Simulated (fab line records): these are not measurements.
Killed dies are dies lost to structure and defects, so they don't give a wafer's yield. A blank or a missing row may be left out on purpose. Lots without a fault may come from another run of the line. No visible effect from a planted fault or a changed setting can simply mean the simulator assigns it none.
Which tool is to blame?	flow nandHarc	Sampling: 22 lots, 66 wafers, 6 of 1159 route steps

WHAT THE GAUGES SHOWED, per wafer
No reading from a measuring or inspecting step in the record can be judged against a usual standard deviation.

WHAT TOOL EACH LOT RAN ON (gives the tool, then ch and the chambers of the sampled wafers, and finally the start)
lot	NHARC_A_STAIRCASE_DESCUM_11	NHARC_A_STAIRCASE_TRIM_16	NHARC_A_STAIRCASE_TRIM_22	NHARC_A_STAIRCASE_ETCH_23	NHARC_A_STAIRCASE_ETCH_203	NHARC_A_STAIRCASE_TRIM_220
L074	rieDiel-09 ch 1,2,3, day 10 16:41	rieDiel-09 ch 0,2, day 11 02:33 or earlier	rieDiel-09 ch 0,1,2, day 11 02:33 or earlier	rieDiel-09 ch 1,3, day 11 02:33 or earlier	rieDiel-07 ch 1,3, day 11 02:33 or earlier	rieDiel-09 ch 1,2,3, day 11 02:33
L076	rieDiel-07 ch 2,3, day 11 06:39	rieDiel-07 ch 2,3, day 11 14:47 or earlier	rieDiel-09 ch 0,2,3, day 11 14:47 or earlier	rieDiel-09 ch 0,1, day 11 14:47 or earlier	rieDiel-10 ch 0,1, day 11 14:47 or earlier	rieDiel-10 ch 0,2,3, day 11 14:47
L078	rieDiel-07 ch 0,1,2, day 11 13:41	rieDiel-07 ch 1,2, day 11 21:34 or earlier	rieDiel-07 ch 0,1,2, day 11 21:34 or earlier	rieDiel-07 ch 0,1, day 11 21:34 or earlier	rieDiel-07 ch 0,1, day 11 21:34 or earlier	rieDiel-10 ch 2,3, day 11 21:34
L077	rieDiel-07 ch 0,1,3, day 11 13:58	rieDiel-07 ch 0,1,3, day 11 22:08 or earlier	rieDiel-07 ch 0,2,3, day 11 22:08 or earlier	rieDiel-07 ch 0,3, day 11 22:08 or earlier	rieDiel-10 ch 1,2,3, day 11 22:08 or earlier	rieDiel-07 ch 0,1,2, day 11 22:08
L080	rieDiel-07 ch 1,2,3, day 12 09:19	rieDiel-07 ch 0,3, day 12 23:10 or earlier	rieDiel-09 ch 1,2,3, day 12 23:10 or earlier	rieDiel-09 ch 1,2,3, day 12 23:10 or earlier	rieDiel-10 ch 1,2, day 12 23:10 or earlier	rieDiel-07 ch 0,2,3, day 12 23:10
L079	rieDiel-07 ch 0,1, day 12 09:34	rieDiel-07 ch 0,2,3, day 12 19:17 or earlier	rieDiel-07 ch 2,3, day 12 19:17 or earlier	rieDiel-07 ch 0,2,3, day 12 19:17 or earlier	rieDiel-09 ch 1,2, day 12 19:17 or earlier	rieDiel-09 ch 1,3, day 12 19:17
L081	rieDiel-10 ch 0,2, day 12 09:47	rieDiel-10 ch 0,1, day 12 22:49 or earlier	rieDiel-10 ch 1,2, day 12 22:49 or earlier	rieDiel-10 ch 0,1,2, day 12 22:49 or earlier	rieDiel-07 ch 1,2,3, day 12 22:49 or earlier	rieDiel-07 ch 0,2, day 12 22:49
L082	rieDiel-10 ch 0,1,2, day 12 17:23	rieDiel-10 ch 0,1,2, day 13 02:54 or earlier	rieDiel-07 ch 1,2,3, day 13 02:54 or earlier	rieDiel-07 ch 0,1,3, day 13 02:54 or earlier	rieDiel-09 ch 0,1,2, day 13 02:54 or earlier	rieDiel-10 ch 1,3, day 13 02:54
L084	rieDiel-09 ch 2,3, day 13 00:03	rieDiel-09 ch 2,3, day 13 08:26 or earlier	rieDiel-07 ch 1,2, day 13 08:26 or earlier	rieDiel-07 ch 0,2, day 13 08:26 or earlier	rieDiel-07 ch 0,1,3, day 13 08:26 or earlier	rieDiel-09 ch 0,1,2, day 13 08:26
L087	rieDiel-10 ch 0,1,3, day 13 20:38	rieDiel-10 ch 0,2,3, day 14 05:32 or earlier	rieDiel-10 ch 1,2,3, day 14 05:32 or earlier	rieDiel-10 ch 0,2,3, day 14 05:32 or earlier	rieDiel-09 ch 0,1, day 14 05:32 or earlier	rieDiel-07 ch 2,3, day 14 05:32
L086	rieDiel-09 ch 1,2,3, day 13 20:58	rieDiel-09 ch 0,1,2, day 14 06:22 or earlier	rieDiel-09 ch 1,2,3, day 14 06:22 or earlier	rieDiel-09 ch 0,1,3, day 14 06:22 or earlier	rieDiel-07 ch 0,1,2, day 14 06:22 or earlier	rieDiel-10 ch 0,1,2, day 14 06:22
L085	rieDiel-09 ch 2,3, day 14 21:33	rieDiel-09 ch 1,3, day 15 05:02 or earlier	rieDiel-09 ch 2,3, day 15 05:02 or earlier	rieDiel-09 ch 0,1,2, day 15 05:02 or earlier	rieDiel-10 ch 0,1,2, day 15 05:02 or earlier	rieDiel-07 ch 0,2,3, day 15 05:02
L088	rieDiel-07 ch 1,2,3, day 14 22:29	rieDiel-07 ch 0,1,3, day 15 07:02 or earlier	rieDiel-09 ch 0,1, day 15 07:02 or earlier	rieDiel-09 ch 1,2, day 15 07:02 or earlier	rieDiel-09 ch 1,2,3, day 15 07:02 or earlier	rieDiel-07 ch 0,1,3, day 15 07:02
L090	rieDiel-09 ch 0,1, day 15 02:11	rieDiel-09 ch 2,3, day 15 10:01 or earlier	rieDiel-10 ch 1,2,3, day 15 10:01 or earlier	rieDiel-10 ch 2,3, day 15 10:01 or earlier	rieDiel-10 ch 1,2,3, day 15 10:01 or earlier	rieDiel-07 ch 0,1, day 15 10:01
L091	rieDiel-07 ch 1,3, day 15 02:21	rieDiel-07 ch 1,2, day 15 09:50 or earlier	rieDiel-07 ch 0,1,3, day 15 09:50 or earlier	rieDiel-07 ch 0,2, day 15 09:50 or earlier	rieDiel-09 ch 1,3, day 15 09:50 or earlier	rieDiel-09 ch 2,3, day 15 09:50
L089	rieDiel-07 ch 1,2,3, day 15 06:03	rieDiel-07 ch 2,3, day 15 14:42 or earlier	rieDiel-07 ch 0,2,3, day 15 14:42 or earlier	rieDiel-07 ch 0,1,2, day 15 14:42 or earlier	rieDiel-07 ch 2,3, day 15 14:42 or earlier	rieDiel-10 ch 0,1, day 15 14:42
L092	rieDiel-10 ch 1,2, day 15 09:59	rieDiel-10 ch 0,1,3, day 15 23:05 or earlier	rieDiel-09 ch 0,2,3, day 15 23:05 or earlier	rieDiel-09 ch 0,2,3, day 15 23:05 or earlier	rieDiel-09 ch 0,2,3, day 15 23:05 or earlier	rieDiel-07 ch 0,2,3, day 15 23:05
L093	rieDiel-10 ch 0,1, day 15 10:19	rieDiel-10 ch 1,2, day 15 21:56 or earlier	rieDiel-07 ch 0,1,2, day 15 21:56 or earlier	rieDiel-07 ch 1,2, day 15 21:56 or earlier	rieDiel-07 ch 0,1, day 15 21:56 or earlier	rieDiel-07 ch 0,3, day 15 21:56
L094	rieDiel-09 ch 0,2, day 15 18:00	rieDiel-09 ch 0,2,3, day 16 07:59 or earlier	rieDiel-07 ch 1,2,3, day 16 07:59 or earlier	rieDiel-07 ch 1,2,3, day 16 07:59 or earlier	rieDiel-07 ch 0,1,2, day 16 07:59 or earlier	rieDiel-10 ch 1,2,3, day 16 07:59
L095	rieDiel-10 ch 1,2,3, day 16 07:35	rieDiel-10 ch 1,2,3, day 16 16:01 or earlier	rieDiel-07 ch 0,2,3, day 16 16:01 or earlier	rieDiel-07 ch 0,2,3, day 16 16:01 or earlier	rieDiel-07 ch 0,1,2, day 16 16:01 or earlier	rieDiel-10 ch 0,2,3, day 16 16:01
L096	rieDiel-07 ch 0,2,3, day 16 10:41	rieDiel-07 ch 0,2,3, day 16 19:50 or earlier	rieDiel-07 ch 0,1,3, day 16 19:50 or earlier	rieDiel-07 ch 0,1,3, day 16 19:50 or earlier	rieDiel-07 ch 0,2,3, day 16 19:50 or earlier	rieDiel-09 ch 0,1,2, day 16 19:50
L097	rieDiel-10 ch 2,3, day 16 14:37	rieDiel-10 ch 0,1,3, day 16 22:41 or earlier	rieDiel-10 ch 2,3, day 16 22:41 or earlier	rieDiel-10 ch 0,2,3, day 16 22:41 or earlier	rieDiel-07 ch 0,2,3, day 16 22:41 or earlier	rieDiel-09 ch 0,1,3, day 16 22:41
- NHARC_A_STAIRCASE_DESCUM_11: chemistry O2, time 3 s.
- NHARC_A_STAIRCASE_TRIM_16: chemistry O2, time 211.2 s.
- NHARC_A_STAIRCASE_TRIM_22: chemistry O2, time 211.2 s.
- NHARC_A_STAIRCASE_ETCH_23: etches the open film in C4F8/O2, target depth 100 nm, time 40.5 s.
- NHARC_A_STAIRCASE_ETCH_203: etches the open film in C4F8/O2, target depth 100 nm, time 40.5 s.
- NHARC_A_STAIRCASE_TRIM_220: chemistry O2, time 211.2 s.

WHAT THE TOOLS THEMSELVES READ (means of the sampled wafers that have a number; where no wafer has one, the mark that the record gives instead)
NHARC_A_STAIRCASE_DESCUM_11. Usual: drypumpMotorCurrentA 5.6 A, standard deviation 0.41; mfcArSccm 0.003 sccm, standard deviation 0.0093; oesProductAu 1.000 a.u., standard deviation 0.009; rfVppV 58.0 V, standard deviation 0.89; showerheadPlenumPTorr 1.95 Torr, standard deviation 0.079; throttleValvePct 11.310 %, standard deviation 0.0091.
lot	tool	drypumpMotorCurrentA (A)	mfcArSccm (sccm)	oesProductAu (a.u.)	rfVppV (V)	showerheadPlenumPTorr (Torr)	throttleValvePct (%)	flag
L074	rieDiel-09	5.6	0.014	0.998	57.2	1.92	11.315	
L076	rieDiel-07	6.0	0.000	0.995	58.5	2.01	11.317	
L078	rieDiel-07	5.5	0.001	1.008	57.6	2.00	11.314	
L077	rieDiel-07	5.9	0.001	0.996	58.5	1.98	11.315	
L080	rieDiel-07	5.8	0.001	0.993	57.7	2.01	11.306	
L079	rieDiel-07	5.6	0.002	1.004	58.6	1.98	11.301	
L081	rieDiel-10	5.6	0.000	1.000	58.1	1.84	11.309	
L082	rieDiel-10	5.5	0.000	1.003	58.2	1.91	11.306	
L084	rieDiel-09	5.7	0.000	1.001	58.1	1.95	11.306	
L087	rieDiel-10	5.4	0.000	1.000	58.6	1.96	11.317	
L086	rieDiel-09	5.6	0.014	1.005	57.7	1.91	11.315	
L085	rieDiel-09	5.7	0.000	0.993	57.9	1.94	11.306	
L088	rieDiel-07	5.8	0.001	0.987	58.5	2.01	11.298	
L090	rieDiel-09	5.1	0.027	1.005	58.1	1.90	11.313	
L091	rieDiel-07	6.1	0.001	0.991	58.2	1.99	11.310	
L089	rieDiel-07	5.8	0.001	0.992	57.7	2.01	11.311	
L092	rieDiel-10	5.5	0.000	0.999	57.9	1.92	11.307	
L093	rieDiel-10	5.4	0.000	1.007	57.6	1.97	11.304	
L094	rieDiel-09	5.7	0.000	0.997	58.4	2.04	11.306	
L095	rieDiel-10	5.5	0.000	1.004	56.4	1.90	11.307	
L096	rieDiel-07	5.7	0.000	0.990	59.3	1.98	11.308	
L097	rieDiel-10	5.5	0.000	1.008	57.6	1.89	11.309	

NHARC_A_STAIRCASE_TRIM_16. Usual: drypumpMotorCurrentA 5.6 A, standard deviation 0.43; mfcArSccm 0.003 sccm, standard deviation 0.0098; oesProductAu 1.001 a.u., standard deviation 0.009; rfVppV 57.8 V, standard deviation 0.84; showerheadPlenumPTorr 3.59 Torr, standard deviation 0.13; throttleValvePct 17.035 %, standard deviation 0.0088.
lot	tool	drypumpMotorCurrentA (A)	mfcArSccm (sccm)	oesProductAu (a.u.)	rfVppV (V)	showerheadPlenumPTorr (Torr)	throttleValvePct (%)	flag
L074	rieDiel-09	6.1	0.000	1.004	56.7	3.53	17.037	
L076	rieDiel-07	5.6	0.000	0.993	57.7	3.73	17.029	
L078	rieDiel-07	5.4	0.001	0.999	58.6	3.74	17.038	
L077	rieDiel-07	5.9	0.001	0.997	58.3	3.63	17.036	
L080	rieDiel-07	6.1	0.000	1.001	57.8	3.62	17.030	
L079	rieDiel-07	5.7	0.000	1.003	58.7	3.66	17.044	
L081	rieDiel-10	5.4	0.000	1.008	57.8	3.64	17.029	
L082	rieDiel-10	5.5	0.000	0.998	57.4	3.52	17.029	
L084	rieDiel-09	6.1	0.000	1.002	57.9	3.61	17.041	
L087	rieDiel-10	5.5	0.000	1.004	58.0	3.49	17.042	
L086	rieDiel-09	5.6	0.014	1.010	58.0	3.60	17.035	
L085	rieDiel-09	5.1	0.027	0.989	57.0	3.43	17.039	
L088	rieDiel-07	5.9	0.001	0.989	58.3	3.62	17.036	
L090	rieDiel-09	5.7	0.000	0.998	57.8	3.58	17.028	
L091	rieDiel-07	5.5	0.002	1.005	58.2	3.70	17.038	
L089	rieDiel-07	5.6	0.000	0.988	58.6	3.71	17.038	
L092	rieDiel-10	5.4	0.000	1.005	57.2	3.60	17.029	
L093	rieDiel-10	5.5	0.000	1.008	58.7	3.53	17.035	
L094	rieDiel-09	5.8	0.000	1.002	58.3	3.66	17.040	
L095	rieDiel-10	5.6	0.000	1.004	57.0	3.51	17.030	
L096	rieDiel-07	5.7	0.000	0.992	58.8	3.64	17.033	
L097	rieDiel-10	5.4	0.000	1.006	58.0	3.59	17.025	

NHARC_A_STAIRCASE_TRIM_22. Usual: drypumpMotorCurrentA 5.6 A, standard deviation 0.46; mfcArSccm 0.003 sccm, standard deviation 0.011; oesProductAu 0.998 a.u., standard deviation 0.0095; rfVppV 58.0 V, standard deviation 0.89; showerheadPlenumPTorr 3.60 Torr, standard deviation 0.13; throttleValvePct 17.037 %, standard deviation 0.01.
lot	tool	drypumpMotorCurrentA (A)	mfcArSccm (sccm)	oesProductAu (a.u.)	rfVppV (V)	showerheadPlenumPTorr (Torr)	throttleValvePct (%)	flag
L074	rieDiel-09	5.6	0.014	0.990	58.0	3.44	17.041	
L076	rieDiel-09	5.7	0.000	1.002	57.6	3.50	17.027	
L078	rieDiel-07	5.5	0.001	1.002	57.1	3.67	17.042	
L077	rieDiel-07	5.7	0.000	1.002	58.5	3.66	17.037	
L080	rieDiel-09	5.6	0.014	0.999	57.1	3.54	17.028	
L079	rieDiel-07	6.0	0.000	0.996	57.6	3.69	17.033	
L081	rieDiel-10	5.5	0.000	0.999	58.6	3.55	17.033	
L082	rieDiel-07	5.8	0.001	0.995	58.2	3.70	17.033	
L084	rieDiel-07	5.5	0.002	0.998	59.2	3.71	17.036	
L087	rieDiel-10	5.5	0.000	1.000	58.4	3.52	17.040	
L086	rieDiel-09	5.6	0.014	0.997	56.9	3.53	17.045	
L085	rieDiel-09	6.1	0.000	0.997	58.4	3.61	17.036	
L088	rieDiel-09	5.1	0.027	1.002	57.7	3.51	17.032	
L090	rieDiel-10	5.5	0.000	1.005	57.5	3.51	17.036	
L091	rieDiel-07	5.9	0.001	0.998	57.5	3.62	17.041	
L089	rieDiel-07	5.7	0.000	0.987	58.2	3.64	17.035	
L092	rieDiel-09	5.7	0.000	1.006	58.7	3.66	17.042	
L093	rieDiel-07	5.5	0.001	0.995	57.3	3.65	17.032	
L094	rieDiel-07	5.7	0.001	0.989	58.3	3.68	17.030	
L095	rieDiel-07	5.7	0.000	1.002	57.1	3.64	17.027	
L096	rieDiel-07	5.9	0.001	1.000	57.5	3.61	17.035	
L097	rieDiel-10	5.6	0.000	1.011	57.0	3.39	17.041	

NHARC_A_STAIRCASE_ETCH_23. Usual: oesProductAu 0.938 a.u., standard deviation 0.012; rfVppV 898 V, standard deviation 4.9.
lot	tool	oesProductAu (a.u.)	rfVppV (V)	flag
L074	rieDiel-09	0.925	894	
L076	rieDiel-09	0.925	889	
L078	rieDiel-07	0.939	901	
L077	rieDiel-07	0.937	898	
L080	rieDiel-09	0.928	896	
L079	rieDiel-07	0.942	901	
L081	rieDiel-10	0.932	895	
L082	rieDiel-07	0.942	899	
L084	rieDiel-07	0.952	900	
L087	rieDiel-10	0.933	894	
L086	rieDiel-09	0.941	898	
L085	rieDiel-09	0.944	899	
L088	rieDiel-09	0.933	893	
L090	rieDiel-10	0.935	894	
L091	rieDiel-07	0.938	899	
L089	rieDiel-07	0.935	900	
L092	rieDiel-09	0.945	901	
L093	rieDiel-07	0.937	902	
L094	rieDiel-07	0.932	901	
L095	rieDiel-07	0.924	901	
L096	rieDiel-07	0.943	899	
L097	rieDiel-10	0.944	894	

NHARC_A_STAIRCASE_ETCH_203. Usual: oesProductAu 0.941 a.u., standard deviation 0.011; rfVppV 898 V, standard deviation 4.8.
lot	tool	oesProductAu (a.u.)	rfVppV (V)	flag
L074	rieDiel-07	0.940	901	
L076	rieDiel-10	0.956	901	
L078	rieDiel-07	0.957	898	
L077	rieDiel-10	0.942	896	
L080	rieDiel-10	0.951	897	
L079	rieDiel-09	0.937	894	
L081	rieDiel-07	0.930	902	
L082	rieDiel-09	0.944	899	
L084	rieDiel-07	0.949	899	
L087	rieDiel-09	0.937	900	
L086	rieDiel-07	0.937	900	
L085	rieDiel-10	0.947	895	
L088	rieDiel-09	0.937	894	
L090	rieDiel-10	0.941	896	
L091	rieDiel-09	0.928	895	
L089	rieDiel-07	0.940	900	
L092	rieDiel-09	0.933	901	
L093	rieDiel-07	0.923	900	
L094	rieDiel-07	0.950	900	
L095	rieDiel-07	0.947	900	
L096	rieDiel-07	0.940	899	
L097	rieDiel-07	0.938	899	

NHARC_A_STAIRCASE_TRIM_220. Usual: drypumpMotorCurrentA 5.6 A, standard deviation 0.41; mfcArSccm 0.003 sccm, standard deviation 0.0093; oesProductAu 1.000 a.u., standard deviation 0.01; rfVppV 58.0 V, standard deviation 0.84; showerheadPlenumPTorr 3.59 Torr, standard deviation 0.14; throttleValvePct 17.036 %, standard deviation 0.0094.
lot	tool	drypumpMotorCurrentA (A)	mfcArSccm (sccm)	oesProductAu (a.u.)	rfVppV (V)	showerheadPlenumPTorr (Torr)	throttleValvePct (%)	flag
L074	rieDiel-09	5.6	0.014	0.999	57.9	3.54	17.029	
L076	rieDiel-10	5.5	0.000	1.009	58.4	3.49	17.043	
L078	rieDiel-10	5.5	0.000	1.009	58.8	3.50	17.040	
L077	rieDiel-07	5.5	0.001	0.995	57.9	3.67	17.027	
L080	rieDiel-07	5.7	0.000	0.993	57.4	3.65	17.035	
L079	rieDiel-09	5.1	0.027	0.992	57.0	3.44	17.043	
L081	rieDiel-07	5.3	0.000	0.988	58.5	3.69	17.032	
L082	rieDiel-10	5.4	0.000	1.001	57.8	3.64	17.031	
L084	rieDiel-09	5.6	0.014	0.999	58.2	3.60	17.043	
L087	rieDiel-07	5.6	0.000	0.987	57.7	3.72	17.033	
L086	rieDiel-10	5.5	0.000	1.005	57.2	3.51	17.034	
L085	rieDiel-07	5.7	0.000	0.994	57.6	3.64	17.039	
L088	rieDiel-07	5.9	0.001	0.995	58.2	3.62	17.040	
L090	rieDiel-07	5.6	0.002	0.998	57.5	3.63	17.044	
L091	rieDiel-09	5.7	0.000	1.008	57.5	3.58	17.038	
L089	rieDiel-10	5.4	0.000	1.019	58.3	3.58	17.048	
L092	rieDiel-07	5.8	0.000	0.994	56.9	3.64	17.032	
L093	rieDiel-07	6.1	0.000	0.991	58.4	3.60	17.030	
L094	rieDiel-10	5.5	0.000	1.008	58.3	3.51	17.040	
L095	rieDiel-10	5.5	0.000	1.007	57.6	3.48	17.033	
L096	rieDiel-09	5.6	0.014	1.001	58.6	3.59	17.039	
L097	rieDiel-09	5.3	0.014	0.996	58.8	3.57	17.036	

THE ANSWER, worked out from the rows above alone
Rule: lot off if the mean of its wafers having a number is beyond 3 standard deviations from the usual mean. Also off: a lot with no number at a reading for which 4 or more lots have one. The other lots that the step has rows for count as sound. After the gauges, taken in route order, come the tools' own readings; for these a lot's mean is taken, as printed above. At the first step where some lot is off, the reading lying furthest off is the one used; lots without a number count as furthest.
No lot is off on any of the readings shown, so nothing can be concluded from this.

WHAT WAS PUT IN BY THE SIMULATOR
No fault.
